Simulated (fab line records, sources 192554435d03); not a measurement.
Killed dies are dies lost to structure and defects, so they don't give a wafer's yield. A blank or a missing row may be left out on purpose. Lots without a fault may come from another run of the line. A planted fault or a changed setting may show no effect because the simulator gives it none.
Chamber matching | flow n5_finfet | N5_MOL_CONTACT_COAG_ETCHBACK_135 on rie_diel-06: 4 sister chambers
The step etches SiO2 in CHF3, target depth 25 nm, time 16.7 s. 4 wafers are shown with their chamber, then 7 later ones without.

WAFERS WITH THEIR CHAMBER
wafer  | chamber | throttle_valve_pct (%)
L085.5 | 3       | 19.29
L086.4 | 2       | 18.52
L095.3 | 0       | 18.68
L095.4 | 1       | 18.95

WAFERS WITHOUT THEIR CHAMBER
wafer  | throttle_valve_pct (%)
L095.6 | 18.66
L096.2 | 18.88
L096.4 | 18.55
L096.6 | 18.98
L097.1 | 18.57
L097.2 | 18.98
L097.6 | 18.89

WHICH CHAMBER EACH WENT THROUGH
wafer  | from the rows above     | in truth
L095.6 | 0                       | 0
L096.2 | 1                       | 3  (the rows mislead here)
L096.4 | 2                       | 2
L096.6 | 1                       | 1
L097.1 | can't be placed: 2 or 0 | 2
L097.2 | 1                       | 1
L097.6 | 1                       | 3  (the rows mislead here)
Placed correctly: 4 of 7. Can't be placed from these rows: 1 (the true chamber is among the candidates in 1). Placed wrongly: 2.
How it was worked out, from the rows above alone: a wafer's distance from a chamber is the root of the sum, over the readings, of the square of ((its reading less the chamber's mean) divided by the reading's scatter). The wafer belongs to the nearest chamber; if the next one is less than 2 further off, it can't be placed. A chamber's mean is the mean of its shown wafers. The scatter: with one shown wafer a chamber, the root of the mean of the squares of how far each hidden wafer lies from its nearest shown one.
